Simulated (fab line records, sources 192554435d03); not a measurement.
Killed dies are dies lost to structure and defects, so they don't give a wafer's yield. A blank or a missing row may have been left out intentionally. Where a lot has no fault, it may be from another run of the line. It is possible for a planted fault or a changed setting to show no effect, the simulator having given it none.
Which tool did it? + flow n5_finfet + 10 lots with 29 wafers sampled at 4 steps, on a route of 1938 steps

## WHAT THE GAUGES READ, wafer by wafer
N5_BEOL_M5_OCD_MEAS_38.
| lot  | measured     | on     | trench_depth_nm (nm) |
|------|--------------|--------|----------------------|
| L381 | day 8 17:19  | ocd-01 | 71.0 73.5 70.6       |
| L383 | day 10 06:24 | ocd-02 | 69.1 71.9            |
| L386 | day 10 06:14 | ocd-02 | - - -                |
| L389 | day 10 13:29 | ocd-01 | - - -                |
| L391 | day 11 09:17 | ocd-02 | 70.9 73.5 70.6       |
| L393 | day 11 18:11 | ocd-01 | 70.1 71.5 70.8       |
| L394 | day 12 10:14 | ocd-01 | 73.0 70.0 69.2       |
| L397 | day 12 11:58 | ocd-02 | 70.8 70.5 75.0       |
| L395 | day 12 17:20 | ocd-01 | 71.3 72.8 71.1       |
| L396 | day 12 22:26 | ocd-01 | 73.1 74.9 73.0       |

## WHICH TOOL RAN EACH LOT (tool, then ch and the chambers of the sampled wafers, then the start)
| lot  | N5_BEOL_M5_HM_DEP_02         | N5_BEOL_M5_DESCUM_16               | N5_BEOL_M5_VIA_ETCH_34             |
|------|------------------------------|------------------------------------|------------------------------------|
| L381 | pvd_sputter-03, day 8 13:29  | rie_diel-03 ch 0,1,2, day 8 13:59  | rie_diel-03 ch 0,3, day 8 17:04    |
| L383 | pvd_sputter-03, day 9 23:44  | rie_diel-05 ch 0, day 10 00:15     | rie_diel-05 ch 2,3, day 10 06:10   |
| L386 | pvd_sputter-03, day 10 00:25 | rie_diel-05 ch 0,2,3, day 10 01:14 | rie_diel-01 ch 1,2,3, day 10 06:00 |
| L389 | pvd_sputter-03, day 10 11:34 | rie_diel-03 ch 0,1, day 10 12:05   | rie_diel-05 ch 2,3, day 10 13:15   |
| L391 | pvd_sputter-01, day 11 04:59 | rie_diel-05 ch 0,2,3, day 11 05:32 | rie_diel-03 ch 0,1,3, day 11 09:02 |
| L393 | pvd_sputter-02, day 11 15:41 | rie_diel-01 ch 1,2, day 11 16:19   | rie_diel-01 ch 1,2,3, day 11 17:56 |
| L394 | pvd_sputter-01, day 12 07:48 | rie_diel-01 ch 2,3, day 12 08:35   | rie_diel-05 ch 2,3, day 12 09:59   |
| L397 | pvd_sputter-01, day 12 09:29 | rie_diel-05 ch 1,2, day 12 10:14   | rie_diel-01 ch 0,2,3, day 12 11:44 |
| L395 | pvd_sputter-01, day 12 12:05 | rie_diel-03 ch 0,2,3, day 12 12:46 | rie_diel-01 ch 1,2,3, day 12 17:06 |
| L396 | pvd_sputter-02, day 12 16:40 | rie_diel-03 ch 0,1,3, day 12 17:32 | rie_diel-01 ch 0,2, day 12 22:11   |
- N5_BEOL_M5_HM_DEP_02: deposits TiN, target thk 20 nm.
- N5_BEOL_M5_DESCUM_16: chemistry O2, time 7 s.
- N5_BEOL_M5_VIA_ETCH_34: etches SiCOH lowk in C4F6/O2, target depth 88.3 nm, time 39.2 s.

## THE ANSWER, worked out from the rows above alone
Rule: the lots themselves supply what counts as usual. The widest of any qualifying gaps counts: lots, ordered by their means at a reading, are off when they make up no more than a third of the lots, leave a main group of 4 or more, and stand apart from it by 3 or more times the standard deviation of that group's means. A main group whose means are all the same, to the digits that the tables above print for the reading, isn't used. A lot without any number at a reading at which 4 lots or more have one is off too. Where the step has rows for the other lots, those lots are counted as sound.
Off at N5_BEOL_M5_OCD_MEAS_38 (trench_depth_nm): L386, L389. Without a number there: L386, L389. The main group: mean 71.6 nm, standard deviation 0.95.
A tool fits if, at a process step before that reading, it ran every lot that is off, and no sound lot after the first of them. The gauges at N5_BEOL_M5_OCD_MEAS_38 are tried like those tools. One candidate fits, namely pvd_sputter-03 at N5_BEOL_M5_HM_DEP_02. A fault onset in the window from L383 (day 9 23:44, its last sound lot) to L386 (day 10 00:25, its first lot off) fits.

## WHAT THE SIMULATOR HAD INSERTED
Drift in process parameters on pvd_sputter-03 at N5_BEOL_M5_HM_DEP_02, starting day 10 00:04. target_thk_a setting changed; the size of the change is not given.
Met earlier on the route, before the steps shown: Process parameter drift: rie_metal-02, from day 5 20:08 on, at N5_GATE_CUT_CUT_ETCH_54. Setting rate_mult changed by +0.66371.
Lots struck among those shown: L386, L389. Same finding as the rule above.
